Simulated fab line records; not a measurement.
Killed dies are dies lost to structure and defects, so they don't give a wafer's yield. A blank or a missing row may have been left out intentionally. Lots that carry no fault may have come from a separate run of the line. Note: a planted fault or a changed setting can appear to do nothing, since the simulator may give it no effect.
fab line records	flow n5Finfet
record lots=10	wafers=30	lastDay=18
route steps=1938 shown BEOL_M11@1596 BEOL_M12@1613 PASSIVATION@1936
lots that met no fault: taken from a fault-free run of the same line
startH: start of the lot's first displayed wafer, in hours after the record's first day	waitH: time in hours since the lot's previous step	" same as the row above	L1.1+2: a single row standing in for several wafers	- no value, or no start given	* or withheld: withheld	< > ~ a bound
route shown NAME@n: NAME is a module with steps in the file, n the number in the route of the first one	usual: the fault-free wafers' mean and standard deviation	same: alike in all rows	chamber/n: place in a boat	sites: per-site readings	_std_site: the standard deviation of these	_edge_site: outer sites' mean less inner sites'	radiusMm: how far each site lies from the wafer's centre	mask NAME#n: copy n	behind: tool/chamber where the wafer was last shaped	hold: why the lot went on hold/how many hours it stayed there/how the hold came to an end	device: the transistor (n, p or np) that didn't switch	end of line: the tests these same wafers got at the end of their route	step lacking rows: just its recipe	killed: at the first sort, the dies lost to defects and structure; wafer yield is something else	map: a wafer's dies, x killed, . not, _ none there
set.NAME: the setting the step ran with; set.NAME@STEP: the setting that earlier step ran with	model.NAME: the simulator's own value behind a step, which no gauge read
a sample of lots followed through the steps of the route, with each step as a table and each wafer as a row
services: the hour from which a tool's chamber was out of use, counted from the record's first day as startH (under 0 if before that day), plus the number of hours and why
## steps
# step N5_BEOL_M11_CMP_52
# recipe stopOn=SiCOH_lowk	tOverpolishS=7	downForcePsi=1	platenRpm=50	clearingPlatenDownForcePsi=1.5	clearingPlatenRpm=50	postCmpClean=cuAlkaline	targetThkNm=140	clearingPlatenPadVelocityMS=0.99484	padVelocityMS=0.99484
# usual barrierFieldEndpointS=29.0/0.68	headPressurePsi=0.9997/0.0023	motorCurrentA=6.0/0.46	overpolishRunS=7.001/0.009	padLifeWafers=1015/630	platenRpm=50.00/0.031	timeToEndpointS=66.1/2.8
lot.wafer	tool	chamber	startH	waitH	barrierFieldEndpointS	headPressurePsi	motorCurrentA	overpolishRunS	padLifeWafers	platenRpm	timeToEndpointS
L362.2	cmp-03	3	225.98	0.4	28.5	0.9965	5.8	7.011	799	50.03	68.4
L362.3	"	1	"	"	28.9	1.0019	6.3	6.991	801	49.98	70.7
L362.6	"	3	"	"	29.3	0.9980	5.7	7.002	-	50.04	69.1
L367.4	cmp-03	3	258.91	0.1	28.6	1.0026	5.6	7.008	1062	49.99	64.6
L367.2	"	0	"	"	29.3	0.9943	5.5	7.005	1063	50.00	70.0
L367.1	"	2	"	"	28.6	0.9984	6.4	7.001	1065	49.99	67.2
L369.3	cmp-04	3	277.74	0.3	29.2	1.0010	6.1	7.016	374	50.01	65.5
L369.1	"	0	"	"	28.6	1.0034	6.0	7.014	375	50.03	64.7
L369.5	"	2	"	"	28.2	0.9975	5.9	7.004	-	50.04	63.0
L373.4	cmp-04	2	303.75	0.1	28.8	1.0001	5.7	7.001	582	50.01	63.2
L373.1	"	1	"	"	29.2	0.9983	5.6	6.996	585	49.99	63.4
L373.5	"	2	"	"	28.7	1.0021	6.2	6.987	-	49.97	66.0
L376.2	cmp-01	0	309.23	0.3	28.8	1.0016	6.1	6.999	14	49.95	67.1
L376.3	"	1	"	"	29.3	1.0004	7.1	7.006	15	50.00	68.7
L376.5	"	3	"	"	29.4	1.0002	5.9	7.002	-	49.97	69.9
L375.3	cmp-03	1	309.27	0.2	30.2	1.0028	6.5	7.007	1388	49.97	68.3
L375.4	"	2	"	"	29.8	0.9989	6.2	7.007	1389	50.00	71.8
L375.6	"	3	"	"	29.4	0.9980	5.5	6.978	-	50.02	65.9
L377.1	cmp-03	0	320.21	0.4	29.8	1.0000	5.7	6.999	1476	50.02	66.0
L377.4	"	1	"	"	29.2	0.9971	6.2	7.021	1477	50.00	66.7
L377.2	"	2	"	"	30.3	0.9959	6.4	6.994	1478	50.00	70.9
L378.4	cmp-04	2	336.64	0.2	28.6	0.9972	6.4	6.995	835	49.97	63.9
L378.3	"	3	"	"	28.9	1.0000	6.1	6.993	836	49.98	68.0
L378.6	"	1	"	"	29.2	0.9978	5.8	6.992	-	49.99	65.8
L383.4	cmp-01	2	365.17	0.2	29.2	1.0001	5.1	7.002	427	50.02	64.3
L383.1	"	3	"	"	28.9	1.0020	5.8	6.998	428	49.99	67.2
L383.3	"	0	"	"	29.1	0.9989	6.1	7.018	429	49.98	66.2
L385.1	cmp-04	0	384.95	0.3	29.2	1.0004	6.0	7.002	1231	49.99	64.2
L385.2	"	2	"	"	28.0	0.9979	6.1	7.009	1233	50.02	62.4
L385.6	"	3	"	"	28.1	1.0051	5.9	6.996	-	50.03	61.4
# step N5_BEOL_M12_OVL_MEAS_11
# recipe pointsPerWafer=44
# usual V11_OVL=5/4.5
lot.wafer	tool	chamber	startH	waitH	V11_OVL[nm]
L362.2	overlay-01	0	226.89	0.0	4
L362.3	"	0	"	"	1
L362.6	"	0	"	"	-5
L367.1	overlay-01	0	259.99	0.0	3
L367.2	"	0	"	"	0
L367.4	"	0	"	"	5
L369.1	overlay-02	0	278.61	0.0	1
L369.3	"	0	"	"	8
L369.5	"	0	"	"	7
L373.1	overlay-01	0	304.70	0.0	3
L373.4	"	0	"	"	0
L373.5	"	0	"	"	5
L376.2	overlay-01	0	310.22	0.0	13
L376.3	"	0	"	"	3
L376.5	"	0	"	"	5
L375.3	overlay-02	0	310.39	0.0	5
L375.4	"	0	"	"	-1
L375.6	"	0	"	"	4
L377.1	overlay-02	0	321.28	0.0	8
L377.2	"	0	"	"	9
L377.4	"	0	"	"	13
L378.3	overlay-01	0	337.69	0.0	7
L378.4	"	0	"	"	3
L378.6	"	0	"	"	8
L383.1	overlay-02	0	366.28	0.0	2
L383.3	"	0	"	"	8
L383.4	"	0	"	"	10
L385.1	overlay-01	0	385.98	0.0	9
L385.2	"	0	"	"	14
L385.6	"	0	"	"	17
# step N5_BEOL_M12_ETCH_59
# recipe chemistry=N2/H2	target=BARC	targetDepthA=890	overetchA=267	timeS=67.9	ionEnergyEv=200	pressureMtorr=30	sourceW=840	biasW=150	n2FlowSccm=200	h2FlowSccm=200
# usual drypumpMotorCurrentA=5.7/0.41	oesProductAu=0.71/0.055	rfVppV=524.3/2.1	showerheadPlenumPTorr=2.56/0.07	throttleValvePct=17.90/0.25
lot.wafer	tool	chamber	startH	waitH	drypumpMotorCurrentA	oesProductAu	rfHoursCounterH	rfVppV	showerheadPlenumPTorr	throttleValvePct
L362.2	rieDiel-06	1	226.99	0.0	6.1	0.73	54	528.9	2.70	17.63
L362.3	"	0	"	"	5.2	0.66	155	527.0	2.66	18.05
L362.6	"	3	"	"	5.7	0.63	-	524.1	2.53	18.42
L367.1	rieDiel-03	1	260.08	0.0	6.0	0.71	72	522.2	2.47	17.88
L367.2	"	3	"	"	5.7	0.76	33	521.3	2.48	17.59
L367.4	"	0	"	"	5.9	0.74	44	524.8	2.58	17.96
L369.1	rieDiel-01	2	278.71	0.0	5.3	0.77	20	521.0	2.50	17.73
L369.3	"	3	"	"	5.5	0.82	5	522.9	2.50	17.78
L369.5	"	3	"	"	5.5	0.82	-	522.3	2.50	17.77
L373.1	rieDiel-03	1	304.79	0.0	6.0	0.70	87	522.1	2.46	17.90
L373.4	"	2	"	"	5.3	0.71	73	522.4	2.58	17.96
L373.5	"	3	"	"	5.8	0.75	-	522.5	2.47	17.62
L376.2	rieDiel-06	0	310.32	0.0	5.1	0.64	183	526.5	2.64	18.09
L376.3	"	2	"	"	5.6	0.76	40	526.8	2.60	17.89
L376.5	"	0	"	"	5.1	0.65	-	527.9	2.64	18.11
L375.3	rieDiel-03	2	310.48	0.0	5.3	0.70	76	524.6	2.58	17.97
L375.4	"	1	"	"	6.0	0.69	89	520.8	2.46	17.91
L375.6	"	0	"	"	5.9	0.72	-	524.4	2.57	18.02
L377.1	rieDiel-01	3	321.57	0.0	5.5	0.79	15	523.1	2.50	17.80
L377.2	"	2	"	"	5.3	0.75	29	522.6	2.49	17.75
L377.4	"	1	"	"	6.4	0.69	117	524.1	2.55	17.49
L378.3	rieDiel-06	3	337.79	0.0	5.7	0.60	235	523.2	2.51	18.49
L378.4	"	1	"	"	6.0	0.69	92	527.6	2.68	17.69
L378.6	"	3	"	"	5.7	0.61	-	523.6	2.51	18.49
L383.1	rieDiel-06	2	366.77	0.0	5.6	0.74	58	524.8	2.59	17.92
L383.3	"	0	"	"	5.2	0.63	202	525.6	2.64	18.15
L383.4	"	1	"	"	6.1	0.68	102	528.5	2.68	17.69
L385.1	rieDiel-03	2	386.11	0.0	5.3	0.68	102	523.1	2.57	18.02
L385.2	"	3	"	"	5.8	0.71	78	522.4	2.46	17.68
L385.6	"	1	"	"	6.0	0.67	-	520.0	2.45	17.95
# step N5_BEOL_M12_INSPECT_30
# recipe mode=adi	inspectInstrument=macro
# usual rawDefectCount=1.9/1.4
lot.wafer	tool	chamber	startH	waitH	rawDefectCount
L362.2	defectInspect-01	-	227.95	0.0	2
L362.3	"	-	"	"	3
L362.6	"	-	"	"	0
L367.1	defectInspect-02	-	261.02	0.0	1
L367.2	"	-	"	"	8
L367.4	"	-	"	"	1
L369.1	defectInspect-01	-	279.54	0.0	3
L369.3	"	-	"	"	5
L369.5	"	-	"	"	0
L373.1	defectInspect-01	-	305.63	0.0	>300
L373.4	"	-	"	"	>300
L373.5	"	-	"	"	>300
L376.2	defectInspect-01	-	311.28	0.0	2
L376.3	"	-	"	"	3
L376.5	"	-	"	"	6
L375.3	defectInspect-01	-	311.48	0.0	>300
L375.4	"	-	"	"	>300
L375.6	"	-	"	"	>300
L377.1	defectInspect-01	-	322.42	0.0	1
L377.2	"	-	"	"	2
L377.4	"	-	"	"	1
L378.3	defectInspect-01	-	338.75	0.0	1
L378.4	"	-	"	"	0
L378.6	"	-	"	"	3
L383.1	defectInspect-02	-	367.73	0.0	3
L383.3	"	-	"	"	1
L383.4	"	-	"	"	0
L385.1	defectInspect-02	-	387.07	0.0	1
L385.2	"	-	"	"	1
L385.6	"	-	"	"	0
# step N5_BEOL_M12_DESCUM_33
# recipe chemistry=O2	timeS=7.9	sourcePowerW=50	biasPowerW=20	pressureMtorr=20	rfFrequencyHz=2.712e+07	tempC=40	o2FlowSccm=225
# usual drypumpMotorCurrentA=5.7/0.42	oesProductAu=0.82/0.067	rfVppV=243.6/1.1	showerheadPlenumPTorr=2.11/0.06	throttleValvePct=20.39/0.21
lot.wafer	tool	chamber	startH	waitH	drypumpMotorCurrentA	oesProductAu	rfHoursCounterH	rfVppV	showerheadPlenumPTorr	throttleValvePct
L362.2	rieDiel-06	1	227.99	0.0	6.0	0.87	55	244.5	2.24	20.32
L362.3	"	3	"	"	5.7	0.74	196	242.4	2.06	20.78
L362.6	"	3	"	"	5.7	0.74	-	243.7	2.07	20.76
L367.1	rieDiel-01	0	261.06	0.0	6.7	0.89	29	243.9	2.15	20.29
L367.2	"	2	"	"	5.3	0.92	13	242.4	2.04	20.23
L367.4	"	2	"	"	5.3	0.93	-	242.2	2.04	20.22
L369.1	rieDiel-06	2	279.58	0.0	5.6	0.90	25	243.2	2.13	20.27
L369.3	"	3	"	"	5.6	0.72	214	243.4	2.06	20.80
L369.5	"	2	"	"	5.6	0.90	-	243.8	2.13	20.27
L373.1	rieDiel-03	2	305.67	0.0	5.3	0.82	74	244.4	2.11	20.45
L373.4	"	3	"	"	5.7	0.87	51	242.8	2.03	20.09
L373.5	"	0	"	"	5.9	0.85	-	242.6	2.12	20.55
L376.2	rieDiel-01	0	311.39	0.1	6.7	0.88	42	243.1	2.14	20.32
L376.3	"	1	"	"	6.4	0.80	113	244.0	2.09	20.05
L376.5	"	0	"	"	6.7	0.87	-	244.0	2.14	20.33
L375.3	rieDiel-06	0	312.04	0.6	5.1	0.75	184	244.8	2.14	20.33
L375.4	"	3	"	"	5.7	0.72	227	241.6	2.06	20.82
L375.6	"	3	"	"	5.7	0.72	-	242.4	2.05	20.81
L377.1	rieDiel-03	1	322.54	0.1	6.0	0.80	94	242.2	2.02	20.47
L377.2	"	2	"	"	5.3	0.82	81	243.5	2.11	20.47
L377.4	"	0	"	"	5.9	0.86	65	242.9	2.12	20.56
L378.3	rieDiel-03	3	338.79	0.0	5.8	0.85	63	243.1	2.03	20.10
L378.4	"	1	"	"	6.0	0.79	99	241.8	2.02	20.49
L378.6	"	1	"	"	6.0	0.78	-	241.9	2.02	20.49
L383.1	rieDiel-01	2	367.77	0.0	5.3	0.87	44	241.9	2.03	20.25
L383.3	"	1	"	"	6.4	0.79	132	243.7	2.09	20.07
L383.4	"	3	"	"	5.4	0.91	31	242.4	2.05	20.33
L385.1	rieDiel-06	1	387.11	0.0	6.0	0.80	110	244.8	2.22	20.40
L385.2	"	2	"	"	5.6	0.85	67	243.5	2.12	20.33
L385.6	"	2	"	"	5.5	0.85	-	242.9	2.12	20.32
# step N5_PASSIVATION_PROBE_49
# usual defectLimitedYield=91.6/1.6	killed_at_M0_to_M3=31/10	killed_at_M4_up=14/6.3	killedAtContacts=12/6.1	killedAtFrontEnd=39/12	killedAtOther=3.7/2.8	killedDies=100/19	killedOpen=66/14	killedShort=33/8.1	sort_bin_5_function=5.0/1.1	sort_bin_6_memory=3.2/0.66	sortNPass=1080/18	sortYieldPct=91.6/1.6
# same grossDies=1180	killedAtBackSide=0	sort_bin_4_leakage[%]=0	sort_bin_8_speed[%]=0
lot.wafer	tool	chamber	startH	waitH	defectLimitedYield[%]	killed_at_M0_to_M3	killed_at_M4_up	killedAtContacts	killedAtFrontEnd	killedAtOther	killedDies	killedOpen	killedShort	sort_bin_5_function[%]	sort_bin_6_memory[%]	sortNPass	sortYieldPct[%]
L373.1	prober-01	-	339.24	0.0	82.9	38	121	6	31	6	202	66	24	9.7	5.3	978	82.9
L373.4	prober-01	-	339.39	0.2	86.4	30	99	4	26	2	161	55	21	9.0	2.7	1019	86.4
L373.5	prober-01	-	339.44	0.2	84.7	24	121	4	24	8	181	41	24	9.3	3.4	999	84.7
L375.3	prober-02	-	347.85	0.1	86.7	30	90	3	32	2	157	41	31	8.0	3.1	1023	86.7
L375.4	prober-02	-	347.90	0.2	84.5	33	116	2	27	5	183	51	24	10.2	3.1	997	84.5
L375.6	prober-02	-	348.00	0.3	82.2	41	113	14	39	3	210	74	36	12.3	4.2	970	82.2
# killed by level:class
L373.1 BEOL_M12:unspecified=111 BEOL_M2:geometricParticle:open=14 BEOL_M3:geometricParticle:open=12 FIN_SAQP:geometricParticle:open=10 GATE_CUT:geometricParticle:short=6 BEOL_M4:geometricParticle:open=6 DUMMY_GATE:geometricParticle:open=4 MOL_CONTACT_COAG:geometricParticle:open=4
L373.4 BEOL_M12:unspecified=85 BEOL_M2:geometricParticle:open=8 FIN_SAQP:geometricParticle:open=7 BEOL_M3:geometricParticle:open=6 BEOL_M0_SAQP:geometricParticle:open=5 FIN_SAQP:geometricParticle:short=4 GATE_CUT:geometricParticle:short=4 BEOL_M1:geometricParticle:open=4
L373.5 BEOL_M12:unspecified=113 FIN_SAQP:geometricParticle:short=5 BEOL_M2:geometricParticle:open=5 GATE_CUT:geometricParticle:short=4 BEOL_M0_SAQP:geometricParticle:open=4 BEOL_M0:geometricParticle:open=4 BEOL_M4:geometricParticle:open=4 BEOL_M3:geometricParticle:open=4
L375.3 BEOL_M12:unspecified=85 FIN_SAQP:geometricParticle:open=13 BEOL_M2:geometricParticle:open=9 BEOL_M0_SAQP:geometricParticle:short=7 BEOL_M0_SAQP:geometricParticle:open=5 BEOL_M3:geometricParticle:short=4 SDB:geometricParticle:short=3 FIN_SAQP:geometricParticle:short=3
L375.4 BEOL_M12:unspecified=104 BEOL_M1:geometricParticle:open=8 FIN_SAQP:geometricParticle:open=7 BEOL_M0_SAQP:geometricParticle:short=6 BEOL_M3:geometricParticle:open=6 GATE_CUT:geometricParticle:short=5 BEOL_M0_SAQP:geometricParticle:open=5 BEOL_M4:geometricParticle:open=5
L375.6 BEOL_M12:unspecified=99 MOL_CONTACT_COAG:geometricParticle:open=12 BEOL_M0_SAQP:geometricParticle:short=9 BEOL_M1:geometricParticle:open=9 FIN_SAQP:geometricParticle:open=8 BEOL_M0_SAQP:geometricParticle:open=8 BEOL_M3:geometricParticle:open=7 STARTING-WAFER:geometricParticle:open=6
## services
tool	chamber	startH	hours	kind
rieDiel-01	2	210.24	-	clean
rieDiel-01	2	210.24	-	consumableReplace:focusRing
rieDiel-01	2	210.24	15.4	scheduledDown
rieDiel-01	2	210.24	15.4	ventCycle
cmp-03	-	219.00	2.2	repair
rieDiel-03	-	221.21	0.3	repair
cmp-01	-	221.34	4.7	pm
cmp-04	-	223.57	4.0	pm
cmp-04	-	247.54	5.0	repair
rieDiel-03	1	267.61	8.5	repair
rieDiel-01	-	282.13	15.6	pm
rieDiel-03	0	288.61	3.7	repair
cmp-03	-	299.53	7.0	pm
cmp-01	-	303.82	4.0	pm
cmp-04	-	318.51	3.0	repair
rieDiel-06	-	319.09	2.8	pm
cmp-01	-	320.38	5.9	pm
rieDiel-06	3	347.85	6.3	repair
rieDiel-03	1	374.86	2.7	repair
rieDiel-06	3	383.39	-	clean
rieDiel-06	3	383.39	-	consumableReplace:focusRing
rieDiel-06	3	383.39	14.8	scheduledDown
rieDiel-06	3	383.39	14.8	ventCycle
cmp-03	-	386.10	0.8	repair
## key
firstSign step=N5_BEOL_M12_INSPECT_30	reading=rawDefectCount	direction=up	sigmas=99+	usual=1.9	struck=>300
effect step=N5_PASSIVATION_PROBE_49	reading=killed_at_M4_up	direction=up	sigmas=15	usual=14	struck=110
moreKillsBornAt N5_BEOL_M12_ETCH_59@rieDiel-03=597
metAt N5_BEOL_M12_ETCH_59
struckLots L373,L375
notActingAt N5_BEOL_M11_CMP_52,N5_BEOL_M12_OVL_MEAS_11,N5_BEOL_M12_DESCUM_33
onsetBetween 260.08 304.79
fault kind=chamberParticleSource	tool=rieDiel-03	chamber=-	onsetH=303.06	steps=N5_BEOL_M12_ETCH_59	ratePerVisitCm2=0.60544	endH=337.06
